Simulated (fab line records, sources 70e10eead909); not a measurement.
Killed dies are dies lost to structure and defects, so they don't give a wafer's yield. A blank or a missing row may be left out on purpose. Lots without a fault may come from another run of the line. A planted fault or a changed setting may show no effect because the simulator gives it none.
A struck lot beside a sound one | flow nand_harc | 14 steps out of a route of 1302
Sound: wafers L460.2, L460.5, L460.6. Struck: wafers L466.4, L466.5. (L466.2 of the same lot was not struck and is left out.) The cause comes at the end.
At each step with rows: each side's tool, then ch and its chambers, then its first start. Under that, the readings that differ: sound wafers | struck wafers | difference of the means | sigmas: that difference in standard deviations of wafers without a fault.
alike: readings whose means differ by less than 2 such deviations, and words and numbers that are the same on both sides. not compared: withheld readings, readings that some wafer has no value for, bounds like >300 that may hide the same value, and numbers for which the record gives no deviation and whose values overlap.
The two part at a step that has a row with sigmas, a row that says differs or no value, or rows on one side only. Numbers that don't overlap but have no deviation are shown without sigmas and don't part them. A reading that every wafer of one side lacks parts them only if that side has two wafers or more.

first, 4 steps without rows for these wafers: NHARC_P_CONTACT_EBR_08; NHARC_P_CONTACT_EXPOSE_09 (exposes mask P CA, target cd 90 nm); NHARC_P_CONTACT_PEB_10 (peb time 65 s); NHARC_P_CONTACT_DEVELOP_11 (develop time 35 s).
NHARC_P_CONTACT_CD_MEAS_12: target cd 90 nm.
  sound on cd_sem-03 ch 0, day 5 17:52; struck on cd_sem-01 ch 0, day 8 11:43
  alike: cd_nm
NHARC_P_CONTACT_OVL_MEAS_13:
  sound on overlay-02, day 5 17:57; struck on overlay-01, day 8 11:49
  alike: overlay_x_nm, overlay_y_nm
NHARC_P_CONTACT_INSPECT_14:
  sound on defect_inspect-02, day 5 17:59; struck on defect_inspect-02, day 8 11:50
  alike: raw_defect_count
NHARC_P_CONTACT_DESCUM_17: chemistry O2, time 3 s.
  sound on rie_diel-11 ch 1,2,3, day 5 18:04; struck on rie_diel-11 ch 0,2, day 8 11:55
  alike: drypump_motor_current_A, oes_product_au, rf_vpp_V, showerhead_plenum_p_Torr, throttle_valve_pct
  not compared: rf_hours_counter_h
NHARC_P_CONTACT_ETCH_35: etches the open film in CF4, target depth 39 nm, time 65 s.
  sound on rie_diel-11 ch 1,2, day 5 18:10; struck on rie_diel-11 ch 2, day 8 11:59
  alike: bias_w, cf4_flow_sccm, drypump_motor_current_A, oes_product_au, rf_vpp_V, run_length_s, showerhead_plenum_p_Torr, throttle_valve_pct
  not compared: rf_hours_counter_h
NHARC_P_CONTACT_ETCH_36: etches the open film in N2/H2, target depth 260 nm, time 406.25 s.
  sound on rie_diel-11 ch 1,2,3; struck on rie_diel-11 ch 3
  alike: bias_w, drypump_motor_current_A, oes_product_au, rf_vpp_V, run_length_s, showerhead_plenum_p_Torr, throttle_valve_pct
  not compared: rf_hours_counter_h
NHARC_P_CONTACT_ETCH_18: etches the open film in C4F8/O2/Ar, target depth 481 nm, time 240.5 s.
  sound on rie_diel-11 ch 1,2; struck on rie_diel-11 ch 3
  reading               | sound             | struck      | difference | sigmas
  oes_product_au (a.u.) | 0.923 0.933 0.927 | 0.986 0.984 | +0.057     | +3
  alike: bias_w, rf_vpp_V, run_length_s
  not compared: rf_hours_counter_h
then, 1 step without rows for these wafers: NHARC_P_CONTACT_STRIP_37 (strips in C4F8/O2/Ar).
NHARC_P_CONTACT_ETCH_31: etches the open film in CH3F/O2, target depth 30 nm, time 85.7 s.
  sound on rie_diel-11 ch 2,3, day 5 18:56; struck on rie_diel-11 ch 0, day 8 12:39
  reading          | sound               | struck    | difference                    | sigmas
  bias_w (W)       | 99.89 100.14 100.22 | - -       | no value on the struck wafers |
  run_length_s (s) | 107.4 106.9 107.8   | 61.4 61.4 | -46.0                         | -99 or more
  alike: drypump_motor_current_A, oes_product_au, rf_vpp_V, showerhead_plenum_p_Torr, throttle_valve_pct
  not compared: rf_hours_counter_h
NHARC_P_CONTACT_CD_MEAS_19:
  sound on cd_sem-03, day 5 19:04; struck on cd_sem-01, day 8 12:47
  alike: cd_nm

WHERE THEY PART
First at NHARC_P_CONTACT_ETCH_18; last, within this record, at NHARC_P_CONTACT_ETCH_31. Later steps at which nothing parts them and some readings are alike: NHARC_P_CONTACT_CD_MEAS_19.

WHY: what the simulator had put in
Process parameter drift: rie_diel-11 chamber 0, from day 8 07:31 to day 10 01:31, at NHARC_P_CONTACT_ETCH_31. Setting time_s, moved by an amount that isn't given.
